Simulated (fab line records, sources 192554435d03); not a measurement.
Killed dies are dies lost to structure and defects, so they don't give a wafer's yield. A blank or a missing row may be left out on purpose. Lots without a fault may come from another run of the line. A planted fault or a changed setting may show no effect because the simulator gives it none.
fab line records | flow n5_finfet
record lots=5 wafers=15 last_day=17
route steps=1938 shown BEOL_M13@1662
lots that met no fault: from a run of the same line without faults
start_h: hours from the record's first day to the start of the lot's first wafer shown | wait_h: hours since the lot's step before | " the same as in the row above | L1.1+2: a row that stands for several wafers | - no value, or no start given | * or withheld: withheld | < > ~ a bound
route shown NAME@n: a module of which the file shows steps, and the number in the route of the first | usual: mean/standard deviation of fault-free wafers | same: alike in all rows | chamber/n: place in a boat | sites: the reading at each site | _std_site: their standard deviation | _edge_site: outer sites' mean less inner sites' | radius_mm: how far each site lies from the wafer's centre | mask NAME#n: copy n | behind: the tool/chamber that last shaped the wafer | hold: why the lot was held/for how many hours/how that ended | device: the transistor (n, p or np) that didn't switch | end of line: the same wafers' tests at the end of the route | a step without rows: its recipe alone | killed: dies lost to structure and defects at the first sort, not the wafer's yield | map: a wafer's dies, x killed, . not, _ none there
set.NAME: the setting as run; set.NAME@STEP: as run at that earlier step | model.NAME: the simulator's own value behind a step, which no gauge read
lots at some steps of the route; a table a step, a row a wafer
services: from which hour (start_h, from the record's first day; less than 0 if before it) a tool's chamber was out of use, for how many hours, and why
## steps
# step N5_BEOL_M13_COAT_04
# recipe spin_rpm=1625 resist_thk_nm=400
# columns lot.wafer tool chamber start_h wait_h
L076.1+3+6 litho_track-04 0 - -
L082.2+3+5 litho_track-05 0 - -
L090.3+4+5 litho_track-05 0 - -
L091.4+5+6 litho_track-04 0 - -
L093.3+4+5 litho_track-05 0 - -
# step N5_BEOL_M13_EBR_06
# recipe solvent=PGMEA ebr_width_mm=1.5
# columns lot.wafer tool chamber start_h wait_h
L076.1+3+6 litho_track-04 0 - -
L082.2+3+5 litho_track-05 0 - -
L090.3+4+5 litho_track-05 0 - -
L091.4+5+6 litho_track-04 0 - -
L093.3+4+5 litho_track-05 0 - -
# step N5_BEOL_M13_SOFTBAKE_05
# recipe temp_c=130 time_s=60
# columns lot.wafer tool chamber start_h wait_h
L076.1+3+6 litho_track-04 0 - -
L082.2+3+5 litho_track-05 0 - -
L090.3+4+5 litho_track-05 0 - -
L091.4+5+6 litho_track-04 0 - -
L093.3+4+5 litho_track-05 0 - -
# step N5_BEOL_M13_EXPOSE_07
# recipe mask_id=V12 na=0.93 source_shape=conventional sigma_outer=0.6 polarization=unpolarized attpsm_phase_deg=180 dose_mj=24.8
# columns lot.wafer tool chamber start_h wait_h mask
L076.1+3+6 krf_scanner-01 0 254.97 - V12#0
L082.2+3+5 krf_scanner-01 0 296.83 - V12#0
L090.3+4+5 krf_scanner-01 0 328.88 - V12#0
L091.4+5+6 krf_scanner-01 0 349.91 - V12#0
L093.3+4+5 krf_scanner-01 0 359.98 - V12#0
# step N5_BEOL_M13_PEB_08
# recipe peb_temp_c=130 peb_time_s=90
# same peb_time_s=90
# columns lot.wafer tool chamber start_h wait_h
L076.1+3+6 litho_track-02 0 255.03 0.1
L082.2+3+5 litho_track-05 0 296.89 0.0
L090.3+4+5 litho_track-05 0 328.92 0.0
L091.4+5+6 litho_track-04 0 349.95 0.0
L093.3+4+5 litho_track-05 0 360.03 0.0
# step N5_BEOL_M13_DEVELOP_09
# recipe develop_time_s=45 rinse_liquid=diw dry=air_spin dev_temp_c=21
# columns lot.wafer tool chamber start_h wait_h
L076.1+3+6 litho_track-02 0 - -
L082.2+3+5 litho_track-05 0 - -
L090.3+4+5 litho_track-05 0 - -
L091.4+5+6 litho_track-04 0 - -
L093.3+4+5 litho_track-05 0 - -
# step N5_BEOL_M13_HARDBAKE_14
# recipe temp_c=130 time_s=120
# columns lot.wafer tool chamber start_h wait_h
L076.1+3+6 litho_track-02 0 - -
L082.2+3+5 litho_track-05 0 - -
L090.3+4+5 litho_track-05 0 - -
L091.4+5+6 litho_track-04 0 - -
L093.3+4+5 litho_track-05 0 - -
# step N5_BEOL_M13_CD_MEAS_10
# recipe target_cd_nm=190 landing_energy_ev=500 detector=se_inlens polarity=opening
# usual cd_nm=190.1/0.97
# columns lot.wafer tool chamber start_h wait_h cd_nm
L076.1 cd_sem-01 0 255.15 - 191.0
L076.3 " 0 " " 190.1
L076.6 " 0 " " 189.8
L082.2 cd_sem-03 0 297.00 - 190.6
L082.3 " 0 " " 191.4
L082.5 " 0 " " 191.3
L090.3 cd_sem-01 0 329.04 - 189.7
L090.4 " 0 " " 190.4
L090.5 " 0 " " 189.3
L091.4 cd_sem-02 0 350.07 - 189.9
L091.5 " 0 " " 189.2
L091.6 " 0 " " 191.1
L093.3 cd_sem-02 0 360.15 - 190.1
L093.4 " 0 " " 189.3
L093.5 " 0 " " 189.9
# step N5_BEOL_M13_OVL_MEAS_11
# recipe points_per_wafer=44
# usual V12_OVL=2/5.2
# columns lot.wafer tool chamber start_h wait_h V12_OVL[nm]
L076.1 overlay-01 0 255.18 0.0 3
L076.3 " 0 " " 7
L076.6 " 0 " " -1
L082.2 overlay-02 0 297.03 0.0 5
L082.3 " 0 " " 2
L082.5 " 0 " " -2
L090.3 overlay-01 0 329.07 0.0 1
L090.4 " 0 " " -8
L090.5 " 0 " " 0
L091.4 overlay-01 0 350.10 0.0 7
L091.5 " 0 " " 5
L091.6 " 0 " " 8
L093.3 overlay-02 0 360.18 0.0 3
L093.4 " 0 " " 1
L093.5 " 0 " " 2
# step N5_BEOL_M13_INSPECT_12
# recipe mode=adi inspect_instrument=macro
# usual raw_defect_count=2.0/1.4
# columns lot.wafer tool chamber start_h wait_h raw_defect_count
L076.1 defect_inspect-02 - 255.20 0.0 5
L076.3 " - " " 1
L076.6 " - " " 1
L082.2 defect_inspect-01 - 297.06 0.0 1
L082.3 " - " " 0
L082.5 " - " " 0
L090.3 defect_inspect-01 - 329.09 0.0 1
L090.4 " - " " 1
L090.5 " - " " 0
L091.4 defect_inspect-02 - 350.12 0.0 2
L091.5 " - " " 1
L091.6 " - " " 2
L093.3 defect_inspect-02 - 360.20 0.0 2
L093.4 " - " " 1
L093.5 " - " " 2
# step N5_BEOL_M13_DESCUM_15
# recipe chemistry=O2 time_s=7.9 source_power_w=50 bias_power_w=20 pressure_mtorr=20 rf_frequency_hz=2.712e+07 temp_c=40 o2_flow_sccm=225
# usual drypump_motor_current_A=5.86/0.24 oes_product_au=0.81/0.1 rf_vpp_V=243.3/1.3 showerhead_plenum_p_Torr=2.10/0.06 throttle_valve_pct=20.50/0.22
# columns lot.wafer tool chamber start_h wait_h drypump_motor_current_A oes_product_au rf_hours_counter_h rf_vpp_V showerhead_plenum_p_Torr throttle_valve_pct
L076.1 rie_diel-02 0 255.48 0.3 6.08 0.75 182 243.9 2.08 20.72
L076.3 " 2 " " 5.32 0.75 166 242.2 2.01 20.36
L076.6 " 1 " " 5.89 0.69 - 242.7 2.06 20.79
L082.2 rie_diel-02 0 297.09 0.0 6.09 0.72 200 243.5 2.08 20.76
L082.3 " 2 " " 5.30 0.74 184 240.6 2.01 20.39
L082.5 " 1 " " 5.91 0.68 - 242.5 2.05 20.80
L090.3 rie_diel-02 1 329.49 0.4 5.87 0.96 2 241.8 2.05 20.42
L090.4 " 3 " " 5.59 0.93 27 244.5 2.14 20.30
L090.5 " 0 " " 6.09 0.72 - 242.8 2.07 20.77
L091.4 rie_diel-04 1 350.17 0.0 6.25 0.87 - 244.5 2.22 20.63
L091.5 " 2 " " 5.77 0.85 - 243.0 2.04 19.84
L091.6 " 0 " " 5.82 0.74 - 245.0 2.16 20.82
L093.3 rie_diel-06 1 360.23 0.0 5.94 0.88 43 244.2 2.14 20.20
L093.4 " 0 " " 5.82 0.87 35 242.6 2.13 20.53
L093.5 " 2 " " 5.78 0.69 - 245.4 2.14 20.60
# step N5_BEOL_M13_ETCH_59
# recipe chemistry=N2/H2 target=BARC target_depth_a=890 overetch_a=267 time_s=67.9 ion_energy_ev=200 pressure_mtorr=30 source_w=840 bias_w=150 n2_flow_sccm=200 h2_flow_sccm=200
# usual bias_w=150.0/0.44 drypump_motor_current_A=5.87/0.24 oes_product_au=0.69/0.079 rf_vpp_V=524.1/2.3 showerhead_plenum_p_Torr=2.55/0.075 throttle_valve_pct=17.91/0.27
# columns lot.wafer tool chamber start_h wait_h bias_w drypump_motor_current_A oes_product_au rf_hours_counter_h rf_vpp_V showerhead_plenum_p_Torr throttle_valve_pct
L076.1 rie_diel-02 0 255.51 0.0 149.3 6.08 0.64 182 524.6 2.53 18.16
L076.3 " 2 " " 149.9 5.33 0.64 166 520.4 2.44 17.81
L076.6 " 1 " " 150.1 5.92 0.60 - 521.3 2.50 18.19
L082.2 rie_diel-02 0 297.12 0.0 149.5 6.08 0.63 200 522.0 2.52 18.16
L082.3 " 2 " " 149.9 5.32 0.64 184 519.6 2.44 17.83
L082.5 " 1 " " 149.5 5.89 0.59 - 522.9 2.49 18.22
L090.3 rie_diel-02 1 329.53 0.0 149.5 5.88 0.81 2 522.2 2.49 17.78
L090.4 " 3 " " 150.0 5.59 0.78 27 526.4 2.59 17.71
L090.5 " 0 " " 150.1 6.10 0.62 - 523.2 2.51 18.21
L091.4 rie_diel-04 1 350.22 0.0 150.6 6.27 0.73 - 528.0 2.69 18.03
L091.5 " 2 " " 150.5 5.81 0.71 - 521.3 2.48 17.30
L091.6 " 0 " " 149.5 5.84 0.63 - 526.9 2.64 18.33
L093.3 rie_diel-06 1 360.27 0.0 150.2 5.97 0.74 43 524.4 2.59 17.53
L093.4 " 0 " " 149.9 5.84 0.75 35 524.7 2.59 17.82
L093.5 " 2 " " 149.6 5.78 0.60 - 526.0 2.62 18.16
# step N5_BEOL_M13_VIA_ETCH_16
# recipe chemistry=C4F8/O2/Ar target=SiOC pressure_mtorr=30 source_w=3000 bias_w=700 Ar_flow_sccm=400 C4F8_flow_sccm=15 O2_flow_sccm=8 he_inner_torr=15 he_outer_torr=30 target_depth_a=9217 time_s=withheld ion_energy_ev=250 ends=cleared
# usual bias_w=699.8/2.1 drypump_motor_current_A=5.87/0.24 he_outer_torr=30.00/0.063 oes_product_au=0.73/0.089 rf_vpp_V=665.7/2.7 showerhead_plenum_p_Torr=3.43/0.092 throttle_valve_pct=24.25/0.24
# columns lot.wafer tool chamber start_h wait_h bias_w drypump_motor_current_A he_outer_torr oes_product_au rf_vpp_V showerhead_plenum_p_Torr throttle_valve_pct
L076.1 rie_diel-02 0 255.57 0.0 703.4 6.08 29.97 0.67 663.7 3.41 24.50
L076.3 " 2 " " 699.4 5.30 30.01 0.68 661.1 3.28 23.99
L076.6 " 1 " " 700.4 5.90 30.11 0.62 664.6 3.37 24.54
L082.2 rie_diel-02 0 297.18 0.0 699.8 6.08 29.91 0.65 665.8 3.40 24.50
L082.3 " 2 " " 699.7 5.32 29.96 0.67 661.1 3.27 24.03
L082.5 " 1 " " 699.8 5.90 30.12 0.61 663.4 3.36 24.56
L090.3 rie_diel-02 1 329.58 0.0 701.2 5.93 30.09 0.86 663.5 3.36 24.24
L090.4 " 3 " " 700.1 5.58 30.06 0.82 667.1 3.47 24.06
L090.5 " 0 " " 698.8 6.10 30.15 0.64 665.4 3.39 24.53
L091.4 rie_diel-04 1 350.35 0.1 700.1 6.23 29.92 0.78 670.5 3.60 24.38
L091.5 " 2 " " 696.6 5.81 30.04 0.76 664.1 3.32 23.56
L091.6 " 0 " " 697.8 5.86 29.94 0.67 669.6 3.51 24.52
L093.3 rie_diel-06 1 360.32 0.0 703.3 5.99 30.03 0.79 665.5 3.47 23.88
L093.4 " 0 " " 701.4 5.86 29.99 0.79 666.2 3.47 24.27
L093.5 " 2 " " 695.2 5.77 29.98 0.62 667.4 3.51 24.42
# step N5_BEOL_M13_STRIP_63
# recipe chemistry=N2/H2 power_w=1000 temp_c=250 h2_frac=0.65 overash_fraction=0.3 pressure_mtorr=1000 n2_flow_sccm=1750 h2_flow_sccm=3250
# usual drypump_motor_current_A=5.67/0.2 heater_power_w=319/25 oes_product_au=0.674/0.0049 strip_time_to_endpoint_s=28.1/0.93
# columns lot.wafer tool chamber start_h wait_h drypump_motor_current_A heater_power_w oes_product_au rf_hours_counter_h strip_time_to_endpoint_s
L076.1 plasma_asher-02 1 255.80 - 5.96 349 0.675 76 29.4
L076.3 " 1 " " 5.96 340 0.664 - 29.4
L076.6 " 0 " " 5.64 281 0.676 - 28.1
L082.2 plasma_asher-01 1 297.41 - 5.61 316 0.673 129 28.7
L082.3 " 0 " " 5.40 312 0.672 - 28.3
L082.5 " 1 " " 5.61 317 0.669 - 27.2
L090.3 plasma_asher-02 1 329.88 - 5.97 359 0.673 - 27.1
L090.4 " 0 " " 5.61 285 0.676 - 27.1
L090.5 " 1 " " 5.99 353 0.670 - 28.9
L091.4 plasma_asher-02 1 350.50 - 5.95 344 0.675 - 26.8
L091.5 " 0 " " 5.62 282 0.677 - 26.5
L091.6 " 1 " " 5.94 346 0.667 - 26.9
L093.3 plasma_asher-02 1 360.58 - 5.95 350 0.671 - 28.5
L093.4 " 0 " " 5.62 286 0.672 - 27.6
L093.5 " 1 " " 5.93 354 0.676 - 28.0
# step N5_BEOL_M13_STRIP_64
# recipe chemistry=N2/H2 power_w=1000 temp_c=250 h2_frac=0.65 overash_fraction=0.3 pressure_mtorr=withheld n2_flow_sccm=1750 h2_flow_sccm=3250
# usual drypump_motor_current_A=5.67/0.21 heater_power_w=320/25 oes_product_au=0.715/0.0042 strip_time_to_endpoint_s=31.35/0.07
# columns lot.wafer tool chamber start_h wait_h drypump_motor_current_A heater_power_w oes_product_au rf_hours_counter_h strip_time_to_endpoint_s
L076.1 plasma_asher-02 1 255.86 0.0 6.00 348 0.714 76 31.43
L076.3 " 1 " " 6.00 348 0.722 - 31.42
L076.6 " 0 " " 5.65 280 0.712 - 31.34
L082.2 plasma_asher-01 1 297.47 0.0 5.61 329 0.716 129 31.33
L082.3 " 0 " " 5.42 320 0.718 - 31.32
L082.5 " 1 " " 5.60 324 0.716 - 31.32
L090.3 plasma_asher-02 1 329.94 0.0 6.01 347 0.715 - 31.31
L090.4 " 0 " " 5.65 288 0.720 - 31.31
L090.5 " 1 " " 5.99 344 0.718 - 31.36
L091.4 plasma_asher-02 1 350.56 0.0 5.96 354 0.714 - 31.32
L091.5 " 0 " " 5.65 277 0.713 - 31.32
L091.6 " 1 " " 5.96 351 0.713 - 31.31
L093.3 plasma_asher-02 1 360.64 0.0 5.97 343 0.712 - 31.42
L093.4 " 0 " " 5.63 281 0.712 - 31.46
L093.5 " 1 " " 5.99 357 0.719 - 31.48
# step N5_BEOL_M13_STRIP_71
# recipe chemistry=post_etch_residue_remover time_s=60 temp_c=25 remover_ph=withheld remover_water_wt_pct=withheld remover_fluoride_wt_pct=withheld
# columns lot.wafer tool chamber start_h wait_h
L076.1+3+6 wet_bench-06 3,2,4 255.95 0.1
L082.2+3+5 wet_bench-05 7,2,1 297.56 0.1
L090.3+4+5 wet_bench-05 6,4,7 330.01 0.0
L091.4+5+6 wet_bench-05 2,4,3 350.63 0.0
L093.3+4+5 wet_bench-01 1,4,2 360.70 0.0
# step N5_BEOL_M13_SRD_72
# recipe time_s=30 temp_c=23 rinse_liquid=diw dry=n2_spin spin_rpm=1500 dry_time_s=30
# columns lot.wafer tool chamber start_h wait_h
L076.1+3+6 wet_bench-06 3,2,4 255.97 0.0
L082.2+3+5 wet_bench-05 7,2,1 297.58 0.0
L090.3+4+5 wet_bench-05 6,4,7 330.03 0.0
L091.4+5+6 wet_bench-05 2,4,3 350.65 0.0
L093.3+4+5 wet_bench-01 1,4,2 360.72 0.0
# step N5_BEOL_M13_CD_MEAS_17
# recipe target_cd_nm=190 polarity=opening
# usual cd_nm=190.6/1.2
# columns lot.wafer tool chamber start_h wait_h cd_nm
L076.1 cd_sem-02 - 256.01 0.0 189.8
L076.3 " - " " 189.1
L076.6 " - " " 190.0
L082.2 cd_sem-03 - 297.62 0.0 190.2
L082.3 " - " " 190.7
L082.5 " - " " 190.9
L090.3 cd_sem-03 - 330.08 0.0 190.9
L090.4 " - " " 191.2
L090.5 " - " " 190.0
L091.4 cd_sem-03 - 350.69 0.0 191.6
L091.5 " - " " 190.7
L091.6 " - " " 191.6
L093.3 cd_sem-03 - 360.77 0.0 191.0
L093.4 " - " " 189.6
L093.5 " - " " 190.5
# step N5_BEOL_M13_COAT_65
# recipe resist=SOC temp_c=250 time_s=60 spin_rpm=1500 resist_thk_nm=350
# columns lot.wafer tool chamber start_h wait_h
L076.1+3+6 litho_track-05 0 256.04 0.0
L082.2+3+5 litho_track-04 0 297.66 0.0
L090.3+4+5 litho_track-02 0 330.11 0.0
L091.4+5+6 litho_track-02 0 350.73 0.0
L093.3+4+5 litho_track-04 0 360.81 0.0
# step N5_BEOL_M13_COAT_66
# recipe resist=SiARC temp_c=220 time_s=60 spin_rpm=1500 resist_thk_nm=110
# columns lot.wafer tool chamber start_h wait_h
L076.1+3+6 litho_track-05 0 - -
L082.2+3+5 litho_track-04 0 - -
L090.3+4+5 litho_track-02 0 - -
L091.4+5+6 litho_track-02 0 - -
L093.3+4+5 litho_track-04 0 - -
# step N5_BEOL_M13_COAT_22
# recipe spin_rpm=2888 resist_thk_nm=300
# columns lot.wafer tool chamber start_h wait_h
L076.1+3+6 litho_track-05 0 - -
L082.2+3+5 litho_track-04 0 - -
L090.3+4+5 litho_track-02 0 - -
L091.4+5+6 litho_track-02 0 - -
L093.3+4+5 litho_track-04 0 - -
# step N5_BEOL_M13_EBR_24
# recipe solvent=PGMEA ebr_width_mm=1.5
# columns lot.wafer tool chamber start_h wait_h
L076.1+3+6 litho_track-05 0 - -
L082.2+3+5 litho_track-04 0 - -
L090.3+4+5 litho_track-02 0 - -
L091.4+5+6 litho_track-02 0 - -
L093.3+4+5 litho_track-04 0 - -
# step N5_BEOL_M13_SOFTBAKE_23
# recipe temp_c=130 time_s=60
# columns lot.wafer tool chamber start_h wait_h
L076.1+3+6 litho_track-05 0 - -
L082.2+3+5 litho_track-04 0 - -
L090.3+4+5 litho_track-02 0 - -
L091.4+5+6 litho_track-02 0 - -
L093.3+4+5 litho_track-04 0 - -
# step N5_BEOL_M13_EXPOSE_25
# recipe mask_id=M13 na=0.93 source_shape=conventional sigma_outer=0.4 polarization=unpolarized target_cd_nm=210 dose_mj=22
# columns lot.wafer tool chamber start_h wait_h mask
L076.1+3+6 krf_scanner-01 0 256.16 - M13#0
L082.2+3+5 krf_scanner-02 0 297.78 - M13#0
L090.3+4+5 krf_scanner-02 0 330.37 - M13#0
L091.4+5+6 krf_scanner-02 0 350.99 - M13#0
L093.3+4+5 krf_scanner-01 0 360.94 - M13#0
# step N5_BEOL_M13_PEB_26
# recipe peb_temp_c=130 peb_time_s=90
# same peb_time_s=90
# columns lot.wafer tool chamber start_h wait_h
L076.1+3+6 litho_track-05 0 256.22 0.1
L082.2+3+5 litho_track-02 0 297.83 0.0
L090.3+4+5 litho_track-02 0 330.41 0.0
L091.4+5+6 litho_track-02 0 351.03 0.0
L093.3+4+5 litho_track-05 0 360.98 0.0
# step N5_BEOL_M13_DEVELOP_27
# recipe develop_time_s=45 rinse_liquid=diw dry=air_spin dev_temp_c=21
# columns lot.wafer tool chamber start_h wait_h
L076.1+3+6 litho_track-05 0 - -
L082.2+3+5 litho_track-02 0 - -
L090.3+4+5 litho_track-02 0 - -
L091.4+5+6 litho_track-02 0 - -
L093.3+4+5 litho_track-05 0 - -
# step N5_BEOL_M13_HARDBAKE_32
# recipe temp_c=130 time_s=120
# columns lot.wafer tool chamber start_h wait_h
L076.1+3+6 litho_track-05 0 - -
L082.2+3+5 litho_track-02 0 - -
L090.3+4+5 litho_track-02 0 - -
L091.4+5+6 litho_track-02 0 - -
L093.3+4+5 litho_track-05 0 - -
# step N5_BEOL_M13_CD_MEAS_28
# recipe target_cd_nm=209.5 landing_energy_ev=500 detector=se_inlens
# usual cd_nm=209.3/0.9
# columns lot.wafer tool chamber start_h wait_h cd_nm
L076.1 cd_sem-01 0 256.33 - 209.9
L076.3 " 0 " " 209.5
L076.6 " 0 " " 209.1
L082.2 cd_sem-02 0 297.95 - 209.3
L082.3 " 0 " " 209.8
L082.5 " 0 " " 209.5
L090.3 cd_sem-02 0 330.53 - 209.6
L090.4 " 0 " " 208.6
L090.5 " 0 " " 209.4
L091.4 cd_sem-03 0 351.14 - 208.6
L091.5 " 0 " " 208.1
L091.6 " 0 " " 208.9
L093.3 cd_sem-03 0 361.10 - 208.6
L093.4 " 0 " " 209.4
L093.5 " 0 " " 208.8
# step N5_BEOL_M13_OVL_MEAS_29
# recipe points_per_wafer=44
# usual M13_OVL=-2/5.9
# columns lot.wafer tool chamber start_h wait_h M13_OVL[nm]
L076.1 overlay-01 0 256.37 0.0 -9
L076.3 " 0 " " -10
L076.6 " 0 " " -11
L082.2 overlay-02 0 297.98 0.0 9
L082.3 " 0 " " 0
L082.5 " 0 " " 5
L090.3 overlay-02 0 330.56 0.0 -2
L090.4 " 0 " " -12
L090.5 " 0 " " -9
L091.4 overlay-02 0 351.17 0.0 -3
L091.5 " 0 " " -5
L091.6 " 0 " " -4
L093.3 overlay-02 0 361.13 0.0 -3
L093.4 " 0 " " -7
L093.5 " 0 " " -7
# step N5_BEOL_M13_INSPECT_30
# recipe mode=adi inspect_instrument=macro
# usual raw_defect_count=2.0/1.5
# columns lot.wafer tool chamber start_h wait_h raw_defect_count
L076.1 defect_inspect-02 - 256.39 0.0 2
L076.3 " - " " 2
L076.6 " - " " 0
L082.2 defect_inspect-01 - 298.00 0.0 3
L082.3 " - " " 2
L082.5 " - " " 2
L090.3 defect_inspect-02 - 330.58 0.0 2
L090.4 " - " " 2
L090.5 " - " " 2
L091.4 defect_inspect-01 - 351.20 0.0 3
L091.5 " - " " 5
L091.6 " - " " 2
L093.3 defect_inspect-02 - 361.15 0.0 1
L093.4 " - " " 2
L093.5 " - " " 4
# step N5_BEOL_M13_DESCUM_33
# recipe chemistry=O2 time_s=7.9 source_power_w=50 bias_power_w=20 pressure_mtorr=20 rf_frequency_hz=2.712e+07 temp_c=40 o2_flow_sccm=225
# usual drypump_motor_current_A=5.81/0.28 oes_product_au=0.82/0.095 rf_vpp_V=243.1/1.3 showerhead_plenum_p_Torr=2.10/0.067 throttle_valve_pct=20.46/0.26
# columns lot.wafer tool chamber start_h wait_h drypump_motor_current_A oes_product_au rf_hours_counter_h rf_vpp_V showerhead_plenum_p_Torr throttle_valve_pct
L076.1 rie_diel-06 2 256.66 0.3 5.78 0.71 206 243.7 2.16 20.54
L076.3 " 3 " " 6.15 0.79 108 242.6 2.02 20.62
L076.6 " 3 " " 6.14 0.78 - 242.1 2.02 20.60
L082.2 rie_diel-02 0 298.08 0.1 6.09 0.72 201 242.5 2.08 20.76
L082.3 " 1 " " 5.89 0.67 252 242.4 2.05 20.82
L082.5 " 1 " " 5.89 0.68 - 243.5 2.05 20.80
L090.3 rie_diel-02 0 330.62 0.0 6.09 0.72 215 242.4 2.07 20.77
L090.4 " 1 " " 5.90 0.95 3 241.6 2.05 20.41
L090.5 " 1 " " 5.89 0.96 - 241.6 2.05 20.41
L091.4 rie_diel-02 0 351.23 0.0 6.08 0.71 221 241.6 2.07 20.79
L091.5 " 2 " " 5.33 0.72 - 242.2 2.00 20.41
L091.6 " 3 " " 5.59 0.90 - 244.5 2.13 20.29
L093.3 rie_diel-02 3 361.18 0.0 5.57 0.89 38 244.3 2.13 20.31
L093.4 " 2 " " 5.35 0.72 208 241.4 2.00 20.41
L093.5 " 2 " " 5.35 0.72 - 240.9 2.00 20.42
# step N5_BEOL_M13_ETCH_67
# recipe chemistry=CF4 target=SiARC target_depth_a=1430 time_s=238.3 ion_energy_ev=80 pressure_mtorr=40 source_w=545 bias_w=36 Ar_flow_sccm=100 cf4_flow_sccm=100 ends=cleared
# usual bias_w=36.02/0.1 drypump_motor_current_A=5.81/0.28 etch_rf_on_time_s=238/4.6 oes_product_au=0.70/0.079 rf_vpp_V=184.1/1.1 showerhead_plenum_p_Torr=2.14/0.066 throttle_valve_pct=15.62/0.28
# columns lot.wafer tool chamber start_h wait_h bias_w drypump_motor_current_A etch_rf_on_time_s oes_product_au rf_hours_counter_h rf_vpp_V showerhead_plenum_p_Torr throttle_valve_pct
L076.1 rie_diel-06 2 256.69 0.0 36.07 5.77 236 0.61 206 184.3 2.21 15.85
L076.3 " 3 " " 36.16 6.17 243 0.67 108 182.5 2.07 15.74
L076.6 " 3 " " 36.14 6.18 241 0.67 - 183.3 2.07 15.76
L082.2 rie_diel-02 0 298.12 0.0 36.20 6.07 245 0.62 201 184.4 2.13 15.92
L082.3 " 1 " " 35.85 5.88 241 0.58 252 183.4 2.10 16.03
L082.5 " 1 " " 36.02 5.88 239 0.58 - 183.9 2.10 16.07
L090.3 rie_diel-02 0 330.66 0.0 35.97 6.08 246 0.60 215 184.9 2.12 15.94
L090.4 " 1 " " 36.13 5.90 230 0.82 3 184.8 2.10 15.53
L090.5 " 1 " " 36.06 5.89 231 0.82 - 184.1 2.10 15.54
L091.4 rie_diel-02 0 351.26 0.0 36.16 6.09 247 0.61 221 181.9 2.12 15.98
L091.5 " 2 " " 36.02 5.33 240 0.62 - 183.2 2.04 15.56
L091.6 " 3 " " 36.00 5.58 239 0.76 - 185.4 2.18 15.47
L093.3 rie_diel-02 3 361.22 0.0 35.92 5.58 238 0.76 38 184.7 2.18 15.46
L093.4 " 2 " " 35.81 5.31 241 0.61 208 182.1 2.04 15.55
L093.5 " 2 " " 36.11 5.33 243 0.61 - 183.2 2.04 15.58
# step N5_BEOL_M13_ETCH_68
# recipe chemistry=N2/H2 target=SOC mask_material=SiARC source_w=3000 bias_w=350 temp_c=40 time_s=355 ion_energy_ev=200 pressure_mtorr=30 n2_flow_sccm=200 h2_flow_sccm=200
# usual bias_w=349.9/1.1 drypump_motor_current_A=5.82/0.28 oes_product_au=0.82/0.094 rf_vpp_V=523.9/2.5 showerhead_plenum_p_Torr=2.55/0.081 throttle_valve_pct=17.78/0.28
# columns lot.wafer tool chamber start_h wait_h bias_w drypump_motor_current_A oes_product_au rf_hours_counter_h rf_vpp_V showerhead_plenum_p_Torr throttle_valve_pct
L076.1 rie_diel-06 2 256.84 0.1 350.9 5.77 0.72 206 527.5 2.63 18.01
L076.3 " 3 " " 350.4 6.14 0.78 108 521.5 2.45 17.91
L076.6 " 3 " " 351.6 6.14 0.79 - 520.3 2.45 17.90
L082.2 rie_diel-02 0 298.27 0.1 349.0 6.09 0.73 201 522.4 2.52 18.07
L082.3 " 1 " " 351.8 5.89 0.67 252 522.3 2.49 18.11
L082.5 " 1 " " 349.1 5.90 0.68 - 520.7 2.49 18.11
L090.3 rie_diel-02 0 330.81 0.1 349.7 6.10 0.71 215 522.9 2.51 18.11
L090.4 " 1 " " 349.1 5.91 0.94 3 522.7 2.49 17.67
L090.5 " 1 " " 347.1 5.90 0.96 - 523.9 2.49 17.65
L091.4 rie_diel-02 0 351.41 0.1 348.4 6.10 0.70 221 521.6 2.51 18.11
L091.5 " 2 " " 351.7 5.32 0.73 - 520.3 2.43 17.75
L091.6 " 3 " " 350.3 5.61 0.90 - 524.9 2.58 17.61
L093.3 rie_diel-02 3 361.36 0.1 349.7 5.58 0.89 38 526.2 2.58 17.63
L093.4 " 2 " " 352.2 5.31 0.72 208 520.2 2.43 17.76
L093.5 " 2 " " 351.3 5.32 0.72 - 520.0 2.43 17.77
# step N5_BEOL_M13_STRIP_69
# recipe chemistry=N2/H2 temp_c=40 n2_flow_sccm=200 h2_flow_sccm=200 rf_frequency_hz=6e+07
# columns lot.wafer tool chamber start_h wait_h
L076.1+3+6 rie_diel-06 2,3,3 257.05 0.1
L082.2+3+5 rie_diel-02 0,1,1 298.48 0.1
L090.3+4+5 rie_diel-02 0,1,1 331.02 0.1
L091.4+5+6 rie_diel-02 0,2,3 351.62 0.1
L093.3+4+5 rie_diel-02 3,2,2 361.58 0.1
## services
# columns tool chamber start_h hours kind
krf_scanner-02 - 238.41 3.0 pm
rie_diel-02 3 240.04 7.0 repair
krf_scanner-01 - 241.41 1.0 pm
krf_scanner-01 - 242.41 3.0 pm
krf_scanner-02 - 255.66 3.0 pm
rie_diel-04 3 256.08 4.6 repair
rie_diel-04 - 270.47 28.1 pm
rie_diel-02 3 286.50 12.4 repair
krf_scanner-02 - 289.07 1.0 pm
wet_bench-01 - 290.19 1.1 repair
krf_scanner-02 - 292.64 0.8 pm
krf_scanner-01 - 298.32 0.8 pm
rie_diel-02 1 298.96 - clean
rie_diel-04 2 300.05 8.2 repair
plasma_asher-01 - 307.97 3.2 repair
rie_diel-06 2 315.03 5.0 repair
krf_scanner-01 - 323.64 1.3 pm
krf_scanner-02 - 327.63 0.8 pm
rie_diel-04 2 334.34 3.7 repair
krf_scanner-02 - 337.70 2.0 repair
plasma_asher-01 - 342.43 0.4 repair
plasma_asher-02 - 354.51 2.8 pm
krf_scanner-02 - 354.65 4.4 pm
krf_scanner-02 - 361.23 0.2 repair
## key
fault none
